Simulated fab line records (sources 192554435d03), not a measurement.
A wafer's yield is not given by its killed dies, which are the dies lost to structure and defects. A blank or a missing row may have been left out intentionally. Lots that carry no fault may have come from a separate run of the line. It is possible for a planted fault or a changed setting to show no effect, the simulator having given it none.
3 desks looking at one fault + flow n5-finfet + each desk has only its own numbers; what lay behind them comes last

AT THE TOOL OWNER'S DESK: rie-diel-04
The tool's own readings at N5_BEOL_M9_ETCH_61 (etches SiARC in CF4, target depth 39 nm, time 65 s): means of the sampled wafers that have a number, for each lot that ran on this tool. Marked OUT: a lot whose mean sits more than 4 standard deviations from the usual mean, which makes it out of limits; the brackets give that distance.
Columns: A = drypump-motor-current-A at N5_BEOL_M9_ETCH_61, usual 5.6 A; B = etch-rf-on-time-s at N5_BEOL_M9_ETCH_61, usual 64.6 s; C = oes-product-au at N5_BEOL_M9_ETCH_61, usual 0.70 a.u.; D = rf-vpp-V at N5_BEOL_M9_ETCH_61, usual 184.3 V; E = showerhead-plenum-p-Torr at N5_BEOL_M9_ETCH_61, usual 2.16 Torr; F = throttle-valve-pct at N5_BEOL_M9_ETCH_61, usual 15.66 %
| lot  | first seen here | A   | B    | C    | D     | E    | F     |
|------|-----------------|-----|------|------|-------|------|-------|
| L638 | day 11 06:57    | 5.7 | 64.3 | 0.71 | 185.2 | 2.20 | 15.71 |
| L655 | day 15 05:01    | 4.9 | 62.8 | 0.75 | 184.8 | 2.20 | 15.43 |
| L657 | day 15 19:10    | 5.2 | 62.2 | 0.72 | 185.4 | 2.25 | 15.62 |
This desk's finding: nothing out of limits on any of the 3 lots.

AT THE METROLOGY DESK
Lot by lot, what the gauges showed, no matter which tool ran the lot: averages of those sampled wafers that carry a number. Marked OUT: a lot whose mean sits more than 4 standard deviations from the usual mean, which makes it out of limits; the brackets give that distance.
Columns: A = cd-nm at N5_BEOL_M9_CD_MEAS_11, usual 64.2 nm; B = M9_OVL at N5_BEOL_M9_OVL_MEAS_12, usual 0.1 nm
| lot  | first seen here | A    | B    |
|------|-----------------|------|------|
| L638 | day 11 06:44    | 64.1 | -1.0 |
| L640 | day 11 16:46    | 63.7 | 0.4  |
| L648 | day 14 00:05    | 64.8 | -0.0 |
| L652 | day 14 19:46    | 64.2 | 0.2  |
| L655 | day 15 04:53    | 64.8 | -1.2 |
| L657 | day 15 18:33    | 63.3 | 0.5  |
This desk's finding: nothing out of limits on any of the 6 lots.

THE DEFECT DESK
For each lot, the counts of the inspections along the route, averaged over the sampled wafers that have a number. Marked OUT: a lot whose mean sits more than 4 standard deviations from the usual mean, which makes it out of limits; the brackets give that distance.
Columns: A = raw-defect-count at N5_BEOL_M9_INSPECT_13, usual 404
| lot  | first seen here | A   |
|------|-----------------|-----|
| L638 | day 11 06:47    | 329 |
| L640 | day 11 16:49    | 448 |
| L648 | day 14 00:08    | 465 |
| L652 | day 14 19:49    | 331 |
| L655 | day 15 04:56    | 258 |
| L657 | day 15 18:37    | 299 |
This desk's finding: nothing out of limits on any of the 6 lots.

ALL TOGETHER
The tool owner's desk saw nothing out of limits.
From the metrology desk's view, nothing was out of limits.
Nothing the defect desk looked at was out of limits.

WHAT THE SIMULATOR HAD PUT IN
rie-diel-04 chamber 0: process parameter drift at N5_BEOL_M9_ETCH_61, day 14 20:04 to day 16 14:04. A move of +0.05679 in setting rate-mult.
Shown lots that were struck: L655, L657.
